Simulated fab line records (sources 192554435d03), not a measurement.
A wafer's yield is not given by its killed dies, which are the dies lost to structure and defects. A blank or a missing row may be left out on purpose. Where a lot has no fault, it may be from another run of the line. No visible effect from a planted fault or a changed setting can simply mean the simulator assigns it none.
Which tool is to blame? :: flow n5 finfet :: 12 lots, 36 wafers sampled, at 5 steps of a route of 1938

## WHAT THE GAUGES READ, wafer by wafer
N5_PASSIVATION_INSPECT_67: inspects for defects (macro). Usual: raw defect count 2.0, standard deviation 1.3.
lot: L419
measured: day 11 10:09
on: defect inspect-02
raw defect count: 2 3 3
flag: 

lot: L421
measured: day 11 17:56
on: defect inspect-02
raw defect count: 1 3 4
flag: 

lot: L423
measured: day 13 16:26
on: defect inspect-02
raw defect count: 1 2 1
flag: 

lot: L425
measured: day 13 08:13
on: defect inspect-01
raw defect count: 3 2 3
flag: 

lot: L426
measured: day 13 07:20
on: defect inspect-01
raw defect count: 3 2 0
flag: 

lot: L427
measured: day 13 15:28
on: defect inspect-02
raw defect count: 4 3 4
flag: 

lot: L428
measured: day 14 06:27
on: defect inspect-01
raw defect count: 1 4 2
flag: 

lot: L429
measured: day 14 04:58
on: defect inspect-02
raw defect count: 2 1 2
flag: 

lot: L430
measured: day 14 12:59
on: defect inspect-02
raw defect count: 2 2 4
flag: 

lot: L436
measured: day 16 06:37
on: defect inspect-01
raw defect count: 1 4 2
flag: 

lot: L439
measured: day 16 22:50
on: defect inspect-02
raw defect count: 1 1 6
flag: 

lot: L442
measured: day 17 17:07
on: defect inspect-02
raw defect count: 3 1 4
flag: 

N5_PASSIVATION_INSPECT_57: inspects for defects (macro). Usual: raw defect count 1.8, standard deviation 1.3.
lot: L419
measured: day 11 13:54
on: defect inspect-02
raw defect count: 2 6 2
flag: 

lot: L421
measured: day 11 21:23
on: defect inspect-02
raw defect count: 0 0 1
flag: 

lot: L423
measured: day 13 20:05
on: defect inspect-01
raw defect count: 1 0 1
flag: 

lot: L425
measured: day 13 11:39
on: defect inspect-02
raw defect count: 3 1 0
flag: 

lot: L426
measured: day 13 10:46
on: defect inspect-01
raw defect count: 0 2 0
flag: 

lot: L427
measured: day 13 18:54
on: defect inspect-01
raw defect count: 1 2 3
flag: 

lot: L428
measured: day 14 10:23
on: defect inspect-02
raw defect count: 0 2 2
flag: 

lot: L429
measured: day 14 08:24
on: defect inspect-01
raw defect count: 0 1 1
flag: 

lot: L430
measured: day 14 16:26
on: defect inspect-01
raw defect count: 1 3 1
flag: 

lot: L436
measured: day 16 10:24
on: defect inspect-02
raw defect count: 0 4 2
flag: 

lot: L439
measured: day 17 02:16
on: defect inspect-01
raw defect count: 1 1 1
flag: 

lot: L442
measured: day 17 20:32
on: defect inspect-02
raw defect count: 1 1 6
flag: 

## WHAT TOOL EACH LOT RAN ON (gives the tool, then ch and the chambers of the sampled wafers, and finally the start)
lot: L419
N5_SPACER0_ALD_08: ald sin-03 ch 0,1,2, day 2 23:42
N5_PASSIVATION_DEGAS_18: pvd sputter-03, day 11 07:17
N5_PASSIVATION_PROBE_49: prober-01, day 11 13:32

lot: L421
N5_SPACER0_ALD_08: ald sin-04 ch 0,2,3, day 3 12:14
N5_PASSIVATION_DEGAS_18: pvd sputter-02, day 11 15:19
N5_PASSIVATION_PROBE_49: prober-01, day 11 21:01

lot: L423
N5_SPACER0_ALD_08: ald sin-01 ch 1,2,3, day 4 02:14
N5_PASSIVATION_DEGAS_18: pvd sputter-02, day 13 13:45
N5_PASSIVATION_PROBE_49: prober-01, day 13 19:44

lot: L425
N5_SPACER0_ALD_08: ald sin-04 ch 1,2,3, day 4 12:40
N5_PASSIVATION_DEGAS_18: pvd sputter-02, day 13 05:47
N5_PASSIVATION_PROBE_49: prober-02, day 13 11:18

lot: L426
N5_SPACER0_ALD_08: ald sin-04 ch 1,2, day 4 20:52
N5_PASSIVATION_DEGAS_18: pvd sputter-02, day 13 04:38
N5_PASSIVATION_PROBE_49: prober-01, day 13 10:31

lot: L427
N5_SPACER0_ALD_08: ald sin-01 ch 1,3, day 5 00:10
N5_PASSIVATION_DEGAS_18: pvd sputter-03, day 13 12:44
N5_PASSIVATION_PROBE_49: prober-01, day 13 18:33

lot: L428
N5_SPACER0_ALD_08: ald sin-03 ch 0,1,2, day 5 06:31
N5_PASSIVATION_DEGAS_18: pvd sputter-03, day 14 03:32
N5_PASSIVATION_PROBE_49: prober-01, day 14 10:04

lot: L429
N5_SPACER0_ALD_08: ald sin-01 ch 0,1,2, day 5 15:38
N5_PASSIVATION_DEGAS_18: pvd sputter-02, day 14 02:05
N5_PASSIVATION_PROBE_49: prober-02, day 14 08:03

lot: L430
N5_SPACER0_ALD_08: ald sin-01 ch 0,1,2, day 5 20:39
N5_PASSIVATION_DEGAS_18: pvd sputter-03, day 14 09:54
N5_PASSIVATION_PROBE_49: prober-01, day 14 16:04

lot: L436
N5_SPACER0_ALD_08: ald sin-01 ch 1,3, day 7 05:20
N5_PASSIVATION_DEGAS_18: pvd sputter-01, day 16 04:10
N5_PASSIVATION_PROBE_49: prober-01, day 16 10:02

lot: L439
N5_SPACER0_ALD_08: ald sin-03 ch 0,1,2, day 8 02:49
N5_PASSIVATION_DEGAS_18: pvd sputter-01, day 16 20:13
N5_PASSIVATION_PROBE_49: prober-02, day 17 02:01

lot: L442
N5_SPACER0_ALD_08: ald sin-04 ch 1,2,3, day 8 17:29
N5_PASSIVATION_DEGAS_18: pvd sputter-01, day 17 14:20
N5_PASSIVATION_PROBE_49: prober-01, day 17 20:11
- N5_SPACER0_ALD_08: deposits SiNx, target thk 2 nm.
- N5_PASSIVATION_DEGAS_18: time 60 s.
- N5_PASSIVATION_PROBE_49

## WHAT THE TOOLS THEMSELVES READ (means of the sampled wafers that have a number; where no wafer has one, the mark that the record gives instead)
N5_SPACER0_ALD_08. Usual: heater power outer w 482 W, standard deviation 54; heater power w 806 W, standard deviation 100; susceptor temp C 399.99 C, standard deviation 0.25.
lot: L419
tool: ald sin-03
heater power outer w (W): 501
heater power w (W): 848
susceptor temp C (C): 400.31
flag: 

lot: L421
tool: ald sin-04
heater power outer w (W): 442
heater power w (W): 732
susceptor temp C (C): 400.02
flag: 

lot: L423
tool: ald sin-01
heater power outer w (W): 501
heater power w (W): 829
susceptor temp C (C): 399.91
flag: 

lot: L425
tool: ald sin-04
heater power outer w (W): 455
heater power w (W): 750
susceptor temp C (C): 400.13
flag: 

lot: L426
tool: ald sin-04
heater power outer w (W): 450
heater power w (W): 755
susceptor temp C (C): 400.06
flag: 

lot: L427
tool: ald sin-01
heater power outer w (W): 527
heater power w (W): 845
susceptor temp C (C): 400.02
flag: 

lot: L428
tool: ald sin-03
heater power outer w (W): 482
heater power w (W): 830
susceptor temp C (C): 400.11
flag: 

lot: L429
tool: ald sin-01
heater power outer w (W): 467
heater power w (W): 816
susceptor temp C (C): 399.88
flag: 

lot: L430
tool: ald sin-01
heater power outer w (W): 477
heater power w (W): 797
susceptor temp C (C): 399.75
flag: 

lot: L436
tool: ald sin-01
heater power outer w (W): 489
heater power w (W): 827
susceptor temp C (C): 399.90
flag: 

lot: L439
tool: ald sin-03
heater power outer w (W): 483
heater power w (W): 819
susceptor temp C (C): 400.15
flag: 

lot: L442
tool: ald sin-04
heater power outer w (W): 460
heater power w (W): 774
susceptor temp C (C): 400.15
flag: 

N5_PASSIVATION_DEGAS_18. Usual: heater power w 512 W, standard deviation 66; susceptor temp C 300.01 C, standard deviation 0.19.
lot: L419
tool: pvd sputter-03
heater power w (W): 494
susceptor temp C (C): 299.99
flag: 

lot: L421
tool: pvd sputter-02
heater power w (W): 524
susceptor temp C (C): 300.02
flag: 

lot: L423
tool: pvd sputter-02
heater power w (W): 511
susceptor temp C (C): 300.03
flag: 

lot: L425
tool: pvd sputter-02
heater power w (W): 525
susceptor temp C (C): 300.00
flag: 

lot: L426
tool: pvd sputter-02
heater power w (W): 556
susceptor temp C (C): 299.97
flag: 

lot: L427
tool: pvd sputter-03
heater power w (W): 483
susceptor temp C (C): 299.92
flag: 

lot: L428
tool: pvd sputter-03
heater power w (W): 456
susceptor temp C (C): 300.00
flag: 

lot: L429
tool: pvd sputter-02
heater power w (W): 533
susceptor temp C (C): 300.08
flag: 

lot: L430
tool: pvd sputter-03
heater power w (W): 508
susceptor temp C (C): 300.07
flag: 

lot: L436
tool: pvd sputter-01
heater power w (W): 526
susceptor temp C (C): 300.13
flag: 

lot: L439
tool: pvd sputter-01
heater power w (W): 527
susceptor temp C (C): 299.92
flag: 

lot: L442
tool: pvd sputter-01
heater power w (W): 528
susceptor temp C (C): 299.85
flag: 

N5_PASSIVATION_PROBE_49. Usual: defect limited yield 91.3 %, standard deviation 1.5; killed_at_M0_to_M3 34, standard deviation 11; killed_at_M4_up 14, standard deviation 6.1; killed at contacts 12, standard deviation 5.9; killed at front end 39, standard deviation 11; killed at other 4, standard deviation 3.3; killed dies 102, standard deviation 18; killed on rim 13, standard deviation 3.8; killed open 67, standard deviation 13; killed short 33, standard deviation 7.9; sort_bin_5_function 5.1 %, standard deviation 1; sort_bin_6_memory 3.3 %, standard deviation 0.7; sort_bin_8_speed 0.1 %, standard deviation 0.69; sort n pass 1077, standard deviation 19; sort yield pct 91.3 %, standard deviation 1.6.
lot: L419
tool: prober-01
defect limited yield (%): 89.4
killed_at_M0_to_M3: 48
killed_at_M4_up: 12
killed at contacts: 13
killed at front end: 49
killed at other: 2
killed dies: 125
killed on rim: 13
killed open: 80
killed short: 42
sort_bin_5_function (%): 6.3
sort_bin_6_memory (%): 3.9
sort_bin_8_speed (%): 0.0
sort n pass: 1055
sort yield pct (%): 89.4
flag: 

lot: L421
tool: prober-01
defect limited yield (%): 91.1
killed_at_M0_to_M3: 27
killed_at_M4_up: 12
killed at contacts: 12
killed at front end: 49
killed at other: 5
killed dies: 105
killed on rim: 16
killed open: 66
killed short: 37
sort_bin_5_function (%): 5.0
sort_bin_6_memory (%): 3.5
sort_bin_8_speed (%): 0.0
sort n pass: 1075
sort yield pct (%): 91.1
flag: 

lot: L423
tool: prober-01
defect limited yield (%): 90.4
killed_at_M0_to_M3: 32
killed_at_M4_up: 16
killed at contacts: 17
killed at front end: 44
killed at other: 5
killed dies: 113
killed on rim: 16
killed open: 70
killed short: 40
sort_bin_5_function (%): 5.7
sort_bin_6_memory (%): 3.6
sort_bin_8_speed (%): 0.0
sort n pass: 1067
sort yield pct (%): 90.4
flag: 

lot: L425
tool: prober-02
defect limited yield (%): 90.0
killed_at_M0_to_M3: 34
killed_at_M4_up: 16
killed at contacts: 11
killed at front end: 53
killed at other: 4
killed dies: 118
killed on rim: 17
killed open: 75
killed short: 42
sort_bin_5_function (%): 6.1
sort_bin_6_memory (%): 3.5
sort_bin_8_speed (%): 0.0
sort n pass: 1062
sort yield pct (%): 90.0
flag: 

lot: L426
tool: prober-01
defect limited yield (%): 92.1
killed_at_M0_to_M3: 17
killed_at_M4_up: 18
killed at contacts: 8
killed at front end: 45
killed at other: 5
killed dies: 93
killed on rim: 13
killed open: 62
killed short: 29
sort_bin_5_function (%): 4.4
sort_bin_6_memory (%): 3.3
sort_bin_8_speed (%): 0.0
sort n pass: 1087
sort yield pct (%): 92.1
flag: 

lot: L427
tool: prober-01
defect limited yield (%): 90.7
killed_at_M0_to_M3: 29
killed_at_M4_up: 18
killed at contacts: 11
killed at front end: 47
killed at other: 4
killed dies: 110
killed on rim: 15
killed open: 79
killed short: 31
sort_bin_5_function (%): 5.5
sort_bin_6_memory (%): 3.6
sort_bin_8_speed (%): 0.0
sort n pass: 1070
sort yield pct (%): 90.7
flag: 

lot: L428
tool: prober-01
defect limited yield (%): 91.5
killed_at_M0_to_M3: 36
killed_at_M4_up: 13
killed at contacts: 14
killed at front end: 35
killed at other: 3
killed dies: 101
killed on rim: 11
killed open: 63
killed short: 34
sort_bin_5_function (%): 5.2
sort_bin_6_memory (%): 3.1
sort_bin_8_speed (%): 0.0
sort n pass: 1079
sort yield pct (%): 91.5
flag: 

lot: L429
tool: prober-02
defect limited yield (%): 92.2
killed_at_M0_to_M3: 21
killed_at_M4_up: 18
killed at contacts: 11
killed at front end: 38
killed at other: 3
killed dies: 92
killed on rim: 13
killed open: 63
killed short: 26
sort_bin_5_function (%): 4.6
sort_bin_6_memory (%): 2.9
sort_bin_8_speed (%): 0.0
sort n pass: 1088
sort yield pct (%): 92.2
flag: 

lot: L430
tool: prober-01
defect limited yield (%): 86.2
killed_at_M0_to_M3: 52
killed_at_M4_up: 12
killed at contacts: 14
killed at front end: 73
killed at other: 12
killed dies: 163
killed on rim: 52
killed open: 81
killed short: 41
sort_bin_5_function (%): 6.1
sort_bin_6_memory (%): 3.9
sort_bin_8_speed (%): 0.0
sort n pass: 1017
sort yield pct (%): 86.2
flag: OFF

lot: L436
tool: prober-01
defect limited yield (%): 88.2
killed_at_M0_to_M3: 30
killed_at_M4_up: 17
killed at contacts: 13
killed at front end: 75
killed at other: 5
killed dies: 140
killed on rim: 49
killed open: 60
killed short: 37
sort_bin_5_function (%): 4.4
sort_bin_6_memory (%): 3.8
sort_bin_8_speed (%): 2.7
sort n pass: 1009
sort yield pct (%): 85.5
flag: OFF

lot: L439
tool: prober-02
defect limited yield (%): 91.7
killed_at_M0_to_M3: 27
killed_at_M4_up: 19
killed at contacts: 24
killed at front end: 26
killed at other: 2
killed dies: 98
killed on rim: 14
killed open: 69
killed short: 29
sort_bin_5_function (%): 5.1
sort_bin_6_memory (%): 2.9
sort_bin_8_speed (%): 0.0
sort n pass: 1082
sort yield pct (%): 91.7
flag: 

lot: L442
tool: prober-01
defect limited yield (%): 91.3
killed_at_M0_to_M3: 35
killed_at_M4_up: 11
killed at contacts: 11
killed at front end: 44
killed at other: 1
killed dies: 102
killed on rim: 11
killed open: 69
killed short: 31
sort_bin_5_function (%): 5.1
sort_bin_6_memory (%): 3.4
sort_bin_8_speed (%): 0.0
sort n pass: 1078
sort yield pct (%): 91.3
flag: 

## THE ANSWER, worked out from the rows above alone
Rule: take the mean of a lot's wafers that have a number; if it is more than 3 standard deviations from the usual mean, the lot is off. Also off: a lot with no number at a reading for which 4 or more lots have one. Where the step has rows for the other lots, those lots are counted as sound. The gauges are gone through in route order, then the tools' own readings, and for those a lot's mean is taken as printed above. The first step at which some lot is off is used, and at that step the reading that is off furthest; a lot without a number counts as furthest.
Off: L430, L436 (N5_PASSIVATION_PROBE_49, killed on rim).
If a tool, at that step or one of the process steps before it, ran each lot that is off and ran no sound lot following the first of them, it fits. One candidate fits, namely ald sin-01 at N5_SPACER0_ALD_08. Its last sound lot is L429 (day 5 15:38), its first lot that is off L430 (day 5 20:39): a fault that began between those two fits.

## WHAT HAD BEEN PUT IN BY THE SIMULATOR
Site profile drift: ald sin-01, from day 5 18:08 on, at N5_SPACER0_ALD_08. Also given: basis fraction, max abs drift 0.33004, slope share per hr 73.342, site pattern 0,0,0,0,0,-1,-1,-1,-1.
Struck lots among those shown: L430, L436. This agrees with what the rule above found.
